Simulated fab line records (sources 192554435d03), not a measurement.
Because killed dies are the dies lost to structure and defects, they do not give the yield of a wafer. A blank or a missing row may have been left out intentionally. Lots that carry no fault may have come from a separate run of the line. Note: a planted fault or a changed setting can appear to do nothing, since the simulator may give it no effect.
Chamber matching + flow n5-finfet + 4 sister chambers for N5_BEOL_M2_ALD_98 on ald-sin-03
The step deposits SiO2, target thk 2.5 nm, pulse time 1 s, co reactant pulse time 1 s. 4 wafers are shown with their chamber, then 11 later ones without.

EACH WAFER AND ITS CHAMBER
| wafer  | chamber | heater-power-outer-w (W) |
|--------|---------|--------------------------|
| L086.6 | 1       | 49                       |
| L087.2 | 0       | 36                       |
| L087.4 | 2       | 40                       |
| L088.3 | 3       | 39                       |

WAFERS WITH NO CHAMBER GIVEN
| wafer  | heater-power-outer-w (W) |
|--------|--------------------------|
| L088.4 | 40                       |
| L088.5 | 42                       |
| L091.1 | 35                       |
| L091.2 | 41                       |
| L091.5 | 48                       |
| L093.1 | 34                       |
| L093.2 | 48                       |
| L093.5 | 38                       |
| L095.2 | 39                       |
| L095.4 | 34                       |
| L095.6 | 42                       |

WHICH CHAMBER EACH WENT THROUGH
| wafer  | from the rows above          | in truth |
|--------|------------------------------|----------|
| L088.4 | can't be placed: 2 or 3      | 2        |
| L088.5 | can't be placed: 2 or 3      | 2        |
| L091.1 | 0                            | 0        |
| L091.2 | can't be placed: 2 or 3      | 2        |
| L091.5 | 1                            | 1        |
| L093.1 | 0                            | 0        |
| L093.2 | 1                            | 1        |
| L093.5 | can't be placed: 3 or 0 or 2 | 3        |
| L095.2 | can't be placed: 3 or 2      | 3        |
| L095.4 | 0                            | 0        |
| L095.6 | can't be placed: 2 or 3      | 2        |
5 of 11 placed correctly. From these rows, 6 cannot be placed; in 6 the true chamber is one of the candidates. Placed wrongly: 0.
How it was worked out, from the rows above alone: a wafer's distance from a chamber is the root of the sum, over the readings, of the square of ((its reading less the chamber's mean) divided by the reading's scatter). The wafer belongs to the nearest chamber; if the next one is less than 2 further off, it can't be placed. The mean given for a chamber averages the wafers shown for that chamber. The scatter (one wafer shown for each chamber): square how far every hidden wafer sits from the nearest shown wafer, average those squares and take the square root.
